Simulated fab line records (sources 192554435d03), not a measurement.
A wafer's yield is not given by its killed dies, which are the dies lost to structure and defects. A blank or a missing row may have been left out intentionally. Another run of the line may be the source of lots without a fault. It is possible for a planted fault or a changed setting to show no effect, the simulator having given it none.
fab line records | flow n5Finfet
[record] lots = 7 wafers = 21 lastDay = 17
route steps=1938 shown WELL_APT@21 PASSIVATION@1936
lots that met no fault: taken from a fault-free run of the same line
startH: start of the lot's first displayed wafer, in hours after the record's first day | waitH: hours elapsed since this lot's preceding step | " same as the row above | L1.1+2: several wafers, shown together as one row | - no value, or no start was given | * or withheld: withheld | < > ~ a bound
route shown NAME@n: NAME is a module with steps in the file, n the number in the route of the first one | usual: average and standard deviation across the fault-free wafers | same: alike in all rows | chamber/n: place in a boat | sites: readings site by site | _std_site: how widely they spread, as a standard deviation | _edge_site: mean of outer sites minus mean of inner sites | radiusMm: how far each site lies from the wafer's centre | mask NAME#n: copy n | behind: the most recent tool/chamber to have shaped the wafer | hold: what put the lot on hold/how long, in hours/how the hold closed | device: the transistor (n, p or np) that didn't switch | end of line: the same wafers' tests at the end of the route | a step without rows: its recipe alone | killed: the dies lost at the first sort to structure and to defects; this is not the yield of the wafer | map: a wafer's dies, marking killed ones x, the rest . and places with no die _
set.NAME: the setting as run; set.NAME@STEP: as run at that earlier step | model.NAME: the simulator's own value behind a step, which no gauge read
lots at selected steps of the route; one table per step, one row per wafer
services: the hour from which a tool's chamber was out of use, counted from the record's first day as startH (under 0 if before that day), plus the number of hours and why
[[steps]]
[step N5_WELL_APT_COAT_02]
[recipe] spinRpm = 1357 resistThkNm = 950
[step N5_WELL_APT_EBR_04]
[recipe] solvent = PGMEA ebrWidthMm = 1.5
[step N5_WELL_APT_SOFTBAKE_03]
[recipe] tempC = 130 timeS = 60
[step N5_WELL_APT_EXPOSE_05]
[recipe] maskId = NWELL na = 0.8 sourceShape = conventional sigmaOuter = 0.8 polarization = unpolarized defocusNm = 0 targetCdNm = 200 doseMj = 20.3
[step N5_WELL_APT_PEB_06]
[recipe] pebTempC = 130 pebTimeS = 90
[step N5_WELL_APT_DEVELOP_07]
[recipe] developTimeS = 45 rinseLiquid = surfactantRinse dry = airSpin devTempC = 21
[step N5_WELL_APT_HARDBAKE_12]
[recipe] tempC = 130 timeS = 120
[step N5_WELL_APT_CD_MEAS_08]
[recipe] targetCdNm = 200 landingEnergyEv = 500 detector = seInlens
[usual] cdNm = 199.9/1.5
// columns lot.wafer tool chamber startH waitH cdNm
L914.1 cdSem-03 0 19.99 - 199.5
L914.3 " 0 " " 199.4
L914.4 " 0 " " 198.8
L921.1 cdSem-01 0 61.71 - 199.9
L921.3 " 0 " " 199.3
L921.5 " 0 " " 200.1
L925.3 cdSem-01 0 85.66 - 200.7
L925.4 " 0 " " 198.0
L925.6 " 0 " " 196.7
L926.1 cdSem-01 0 91.68 - 200.1
L926.2 " 0 " " 200.1
L926.5 " 0 " " 200.9
L927.1 cdSem-02 0 97.71 - 199.5
L927.4 " 0 " " 200.8
L927.6 " 0 " " 199.2
L930.2 cdSem-01 0 115.71 - 197.5
L930.5 " 0 " " 196.5
L930.6 " 0 " " 198.2
L935.1 cdSem-01 0 145.61 - 199.9
L935.5 " 0 " " 200.3
L935.6 " 0 " " 197.6
[step N5_WELL_APT_OVL_MEAS_09]
[recipe] pointsPerWafer = 44
[usual] NWELL_OVL = -1/4.7
// columns lot.wafer tool chamber startH waitH NWELL_OVL[nm]
L914.1 overlay-01 0 20.02 0.0 -1
L914.3 " 0 " " -4
L914.4 " 0 " " -4
L921.1 overlay-02 0 61.74 0.0 0
L921.3 " 0 " " 2
L921.5 " 0 " " 5
L925.3 overlay-02 0 85.69 0.0 -6
L925.4 " 0 " " -6
L925.6 " 0 " " -4
L926.1 overlay-02 0 91.71 0.0 -8
L926.2 " 0 " " -8
L926.5 " 0 " " -5
L927.1 overlay-02 0 97.75 0.0 -4
L927.4 " 0 " " 4
L927.6 " 0 " " -1
L930.2 overlay-01 0 115.74 0.0 -1
L930.5 " 0 " " -2
L930.6 " 0 " " -2
L935.1 overlay-02 0 145.64 0.0 -6
L935.5 " 0 " " -4
L935.6 " 0 " " -3
[step N5_WELL_APT_INSPECT_10]
[recipe] mode = adi inspectInstrument = macro
[usual] rawDefectCount = 2.2/1.5
// columns lot.wafer tool chamber startH waitH rawDefectCount
L914.1 defectInspect-01 - 20.04 0.0 2
L914.3 " - " " 1
L914.4 " - " " 5
L921.1 defectInspect-01 - 61.76 0.0 2
L921.3 " - " " 1
L921.5 " - " " 2
L925.3 defectInspect-01 - 85.71 0.0 1
L925.4 " - " " 3
L925.6 " - " " 0
L926.1 defectInspect-02 - 91.74 0.0 3
L926.2 " - " " 1
L926.5 " - " " 3
L927.1 defectInspect-02 - 97.78 0.0 5
L927.4 " - " " 3
L927.6 " - " " 0
L930.2 defectInspect-01 - 115.76 0.0 3
L930.5 " - " " 0
L930.6 " - " " 1
L935.1 defectInspect-02 - 145.66 0.0 3
L935.5 " - " " 4
L935.6 " - " " 2
[step N5_WELL_APT_DESCUM_13]
[recipe] chemistry = O2 timeS = 7.9 sourcePowerW = 50 biasPowerW = 20 pressureMtorr = 20 rfFrequencyHz = 2.712e+07 tempC = 40 o2FlowSccm = 225
[usual] drypumpMotorCurrentA = 5.7/0.41 oesProductAu = 0.76/0.083 rfFwdPowerW = 49.59/0.19 rfVppV = 243.7/1.2 showerheadPlenumPTorr = 2.12/0.055 throttleValvePct = 20.52/0.24
// columns lot.wafer tool chamber startH waitH drypumpMotorCurrentA oesProductAu rfFwdPowerW rfHoursCounterH rfVppV showerheadPlenumPTorr throttleValvePct
L914.1 rieDiel-03 0 20.16 0.1 5.9 0.71 49.82 221 244.0 2.16 20.81
L914.3 " 2 " " 5.3 0.70 49.86 232 242.8 2.15 20.72
L914.4 " 0 " " 5.9 0.72 49.84 - 242.9 2.16 20.83
L921.1 rieDiel-01 0 62.17 0.4 6.7 0.70 49.65 213 244.3 2.17 20.70
L921.3 " 1 " " 6.4 0.92 49.50 26 244.9 2.12 19.93
L921.5 " 3 " " 5.4 0.73 49.71 - 241.6 2.08 20.55
L925.3 rieDiel-03 1 85.74 0.0 6.0 0.97 49.75 1 241.1 2.05 20.34
L925.4 " 0 " " 5.9 0.69 49.37 244 243.8 2.15 20.84
L925.6 " 0 " " 5.9 0.69 49.49 - 243.6 2.15 20.85
L926.1 rieDiel-03 3 91.82 0.1 5.7 0.72 49.31 227 244.3 2.06 20.33
L926.2 " 0 " " 5.9 0.69 49.57 246 244.1 2.15 20.85
L926.5 " 1 " " 6.0 0.95 49.70 - 243.5 2.05 20.33
L927.1 rieDiel-06 3 97.81 0.0 5.7 0.78 49.18 148 243.2 2.08 20.71
L927.4 " 2 " " 5.6 0.69 49.79 217 244.7 2.15 20.66
L927.6 " 0 " " 5.1 0.81 49.68 - 245.5 2.17 20.22
L930.2 rieDiel-01 2 115.79 0.0 5.3 0.71 49.26 214 242.8 2.06 20.54
L930.5 " 3 " " 5.5 0.72 49.91 - 243.3 2.08 20.56
L930.6 " 2 " " 5.3 0.71 49.07 - 244.1 2.06 20.55
L935.1 rieDiel-01 1 146.12 0.5 6.4 0.88 49.43 56 243.2 2.11 19.94
L935.5 " 3 " " 5.5 0.72 49.44 - 242.0 2.08 20.57
L935.6 " 0 " " 6.7 0.69 50.10 - 244.0 2.16 20.75
[step N5_WELL_APT_IMPLANT_14]
[recipe] species = P energyKev = 160 doseCm2 = 1.5e+13 tiltDeg = 0 rotationDeg = 0
[step N5_WELL_APT_IMPLANT_15]
[recipe] species = As energyKev = 25 doseCm2 = 1.5e+13 tiltDeg = 0 rotationDeg = 0
[usual] beamEnergyKeV = 25.001/0.0071
// columns lot.wafer tool chamber startH waitH beamEnergyKeV model.implant.rpNm model.implant.drpNm
L914.1 implanter-02 0 20.43 0.1 24.993 18.54 8.457
L914.3 " 0 " " 25.008 18.54 8.457
L914.4 " 0 " " 24.999 18.54 8.457
L921.1 implanter-01 0 62.45 0.1 24.995 18.5 8.457
L921.3 " 0 " " 24.995 18.5 8.457
L921.5 " 0 " " 24.998 18.5 8.457
L925.3 implanter-02 0 86.08 0.1 31.378 22.74 9.967
L925.4 " 0 " " 31.382 22.74 9.967
L925.6 " 0 " " 31.382 22.74 9.967
L926.1 implanter-02 0 92.10 0.1 31.386 22.44 9.967
L926.2 " 0 " " 31.392 22.44 9.967
L926.5 " 0 " " 31.382 22.44 9.967
L927.1 implanter-02 0 98.09 0.1 31.386 22.44 9.967
L927.4 " 0 " " 31.384 22.44 9.967
L927.6 " 0 " " 31.383 22.44 9.967
L930.2 implanter-01 0 116.10 0.1 25.002 17.92 8.457
L930.5 " 0 " " 24.999 17.92 8.457
L930.6 " 0 " " 25.000 17.92 8.457
L935.1 implanter-01 0 146.40 0.1 25.004 18.05 8.457
L935.5 " 0 " " 25.007 18.05 8.457
L935.6 " 0 " " 25.015 18.05 8.457
[step N5_WELL_APT_STRIP_16]
[recipe] chemistry = SPM timeS = 900 tempC = 130 h2so4H2o2VolRatio = 4 dry = ipaMarangoni
[step N5_PASSIVATION_PROBE_49]
[usual] defectLimitedYield = 91.6/1.6 killed_at_M0_to_M3 = 31/10 killed_at_M4_up = 14/6.3 killedAtContacts = 12/6.1 killedAtFrontEnd = 39/12 killedAtOther = 3.7/2.8 killedDies = 100/19 killedOpen = 66/14 killedShort = 33/8.1 sort_bin_5_function = 5.0/1.1 sort_bin_6_memory = 3.2/0.66 sort_bin_8_speed = 0.01/0.077 sortNPass = 1080/18 sortYieldPct = 91.6/1.6
[same] grossDies = 1180 killedAtBackSide = 0 sort_bin_4_leakage[%] = 0
// columns lot.wafer tool chamber startH waitH defectLimitedYield[%] killed_at_M0_to_M3 killed_at_M4_up killedAtContacts killedAtFrontEnd killedAtOther killedDies killedOpen killedShort sort_bin_5_function[%] sort_bin_6_memory[%] sort_bin_8_speed[%] sortNPass sortYieldPct[%]
L914.1 prober-01 - 286.79 0.0 90.2 64 12 9 25 6 116 69 45 6.0 3.6 0 1064 90.2
L914.3 prober-01 - 286.89 0.1 90.8 61 5 11 27 5 109 76 33 5.5 3.5 0 1071 90.8
L914.4 prober-01 - 286.94 0.2 91.7 29 13 16 35 5 98 64 33 4.2 3.8 0 1082 91.7
L921.1 prober-01 - 314.20 0.0 91.6 29 13 11 44 2 99 67 32 4.8 3.5 0 1081 91.6
L921.3 prober-01 - 314.30 0.1 90.5 49 19 9 35 0 112 71 39 6.0 3.3 0 1068 90.5
L921.5 prober-01 - 314.40 0.2 91.2 28 11 14 51 0 104 73 30 4.2 3.9 0 1076 91.2
L930.2 prober-02 - 376.75 0.1 88.7 30 20 17 60 6 133 83 46 6.7 4.0 0 1047 88.7
L930.5 prober-02 - 376.90 0.2 91.9 22 14 13 43 3 95 64 29 4.6 3.1 0 1085 91.9
L930.6 prober-02 - 376.95 0.3 87.8 35 20 17 69 3 144 80 63 7.2 4.3 0 1036 87.8
L935.1 prober-01 - 399.69 0.0 93.3 19 10 20 27 3 79 54 22 3.9 2.5 0.93 1090 92.4
L935.5 prober-01 - 399.89 0.2 94.0 18 2 25 24 2 71 45 25 3.5 2.2 0 1109 94.0
L935.6 prober-01 - 399.94 0.3 90.9 27 8 18 43 11 107 71 34 5.8 3.1 0 1073 90.9
// killed by level:class
L914.1 BEOL_M0_SAQP:geometricParticle:short=20 BEOL_M0_SAQP:geometricParticle:open=13 BEOL_M3:geometricParticle:open=10 STI_FIN_REVEAL:geometricParticle:open=7 MOL_CONTACT_COAG:geometricParticle:open=6 BEOL_M1:geometricParticle:open=6 GATE_CUT:geometricParticle:short=5 BEOL_M2:geometricParticle:open=4
L914.3 BEOL_M0_SAQP:geometricParticle:open=17 BEOL_M2:geometricParticle:open=12 BEOL_M0_SAQP:geometricParticle:short=11 MOL_CONTACT_COAG:geometricParticle:open=10 FIN_SAQP:geometricParticle:short=7 BEOL_M1:geometricParticle:open=7 FIN_SAQP:geometricParticle:open=6 BEOL_M3:geometricParticle:open=6
L914.4 MOL_CONTACT_COAG:geometricParticle:open=12 BEOL_M0_SAQP:geometricParticle:open=10 BEOL_M0_SAQP:geometricParticle:short=10 FIN_SAQP:geometricParticle:short=8 STI_FIN_REVEAL:geometricParticle:open=7 BEOL_M4:geometricParticle:open=7 FIN_SAQP:geometricParticle:open=5 BEOL_M2:geometricParticle:open=4
L921.1 FIN_SAQP:geometricParticle:open=10 BEOL_M0_SAQP:geometricParticle:open=8 STI_FIN_REVEAL:geometricParticle:open=7 BEOL_M0_SAQP:geometricParticle:short=7 FIN_SAQP:geometricParticle:short=6 MOL_CONTACT_COAG:geometricParticle:open=6 BEOL_M2:geometricParticle:open=6 MOL_CONTACT_COAG:geometricParticle:short=5
L921.3 BEOL_M0_SAQP:geometricParticle:short=11 BEOL_M0_SAQP:geometricParticle:open=11 FIN_SAQP:geometricParticle:short=10 BEOL_M2:geometricParticle:open=9 BEOL_M4:geometricParticle:open=8 MOL_CONTACT_COAG:geometricParticle:open=7 BEOL_M1:geometricParticle:open=6 FIN_SAQP:geometricParticle:open=5
L921.5 FIN_SAQP:geometricParticle:open=16 MOL_CONTACT_COAG:geometricParticle:open=12 FIN_SAQP:geometricParticle:short=10 BEOL_M2:geometricParticle:open=10 BEOL_M0_SAQP:geometricParticle:open=8 GATE_CUT:geometricParticle:short=7 DUMMY_GATE:geometricParticle:open=4 GATE_CUT:geometricParticle:open=4
L930.2 FIN_SAQP:geometricParticle:short=15 FIN_SAQP:geometricParticle:open=15 BEOL_M4:geometricParticle:open=14 MOL_CONTACT_COAG:geometricParticle:open=13 BEOL_M0_SAQP:geometricParticle:short=8 BEOL_M2:geometricParticle:open=6 DUMMY_GATE:geometricParticle:open=6 BEOL_M0_SAQP:geometricParticle:open=6
L930.5 MOL_CONTACT_COAG:geometricParticle:open=13 FIN_SAQP:geometricParticle:open=10 BEOL_M2:geometricParticle:open=7 BEOL_M4:geometricParticle:open=7 STI_FIN_REVEAL:geometricParticle:short=5 GATE_CUT:geometricParticle:open=4 GATE_CUT:geometricParticle:short=4 BEOL_M1:geometricParticle:open=4
L930.6 FIN_SAQP:geometricParticle:short=23 FIN_SAQP:geometricParticle:open=21 BEOL_M4:geometricParticle:open=15 MOL_CONTACT_COAG:geometricParticle:open=13 BEOL_M0_SAQP:geometricParticle:short=12 ILD0:geometricParticle:open=7 BEOL_M0_SAQP:geometricParticle:open=7 BEOL_M2:geometricParticle:open=7
L935.1 MOL_CONTACT_COAG:geometricParticle:open=15 FIN_SAQP:geometricParticle:open=6 BEOL_M0_SAQP:geometricParticle:open=6 FIN_SAQP:geometricParticle:short=5 MOL_CONTACT_COAG:geometricParticle:short=5 STI_FIN_REVEAL:geometricParticle:open=4 BEOL_M0_SAQP:geometricParticle:short=3 BEOL_M1:geometricParticle:short=3
L935.5 MOL_CONTACT_COAG:geometricParticle:open=20 BEOL_M0_SAQP:geometricParticle:open=7 GATE_CUT:geometricParticle:short=6 MOL_CONTACT_COAG:geometricParticle:short=5 BEOL_M0_SAQP:geometricParticle:short=5 FIN_SAQP:geometricParticle:short=4 STARTING-WAFER:geometricParticle:open=4 FIN_SAQP:geometricParticle:open=3
L935.6 MOL_CONTACT_COAG:geometricParticle:open=13 FIN_SAQP:geometricParticle:open=8 STI_FIN_REVEAL:geometricParticle:open=7 GATE_CUT:geometricParticle:short=7 BEOL_M0_SAQP:geometricParticle:short=7 BEOL_M1:geometricParticle:open=7 BEOL_M0_SAQP:geometricParticle:open=6 MOL_CONTACT_COAG:geometricParticle:short=5
[[services]]
// columns tool chamber startH hours kind
rieDiel-06 3 4.61 5.3 repair
rieDiel-03 1 18.59 3.5 repair
rieDiel-03 0 41.90 2.2 repair
implanter-01 - 46.56 2.9 repair
rieDiel-03 1 57.16 - clean
rieDiel-03 1 57.16 - consumableReplace:focusRing
rieDiel-03 1 57.16 23.2 scheduledDown
rieDiel-03 1 57.16 23.2 ventCycle
rieDiel-06 2 78.60 4.3 repair
rieDiel-01 3 80.46 4.2 repair
rieDiel-03 2 91.31 7.1 repair
rieDiel-03 2 98.71 - clean
rieDiel-03 2 98.71 - consumableReplace:focusRing
rieDiel-03 2 98.71 21.3 scheduledDown
rieDiel-03 2 98.71 21.3 ventCycle
rieDiel-03 - 111.30 2.4 repair
rieDiel-03 0 120.24 - clean
rieDiel-03 0 120.24 - consumableReplace:focusRing
rieDiel-03 0 120.24 20.2 scheduledDown
rieDiel-03 0 120.24 20.2 ventCycle
implanter-01 - 121.42 4.0 repair
rieDiel-06 1 132.23 6.0 repair
rieDiel-06 0 133.63 5.5 repair
rieDiel-06 - 139.31 0.5 repair
[[key]]
[firstSign] step = N5_WELL_APT_IMPLANT_15 reading = beamEnergyKeV direction = up sigmas = 99+ usual = 25.001 struck = 31.384
effect none on later readings
[modelEffect] step = N5_WELL_APT_IMPLANT_15 value = implant.rpNm without = 18.98 struck = 22.54
metAt N5_WELL_APT_IMPLANT_15
struckWafers L925.3,L925.4,L925.6,L926.1,L926.2,L926.5,L927.1,L927.4,L927.6
rowsEnd L925.3,L925.4,L925.6,L926.1,L926.2,L926.5,L927.1,L927.4,L927.6
onsetBetween 20.43 86.08
[fault] kind = processParameterDrift tool = implanter-02 chamber = - onsetH = 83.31 steps = N5_WELL_APT_IMPLANT_15 channel = energyKev offset = 6.3865 shape = step actsIn = theseRecipesOnly stated = 25
// rowsEnd: these wafers met a further fault down the route, and their rows from its step on are left out
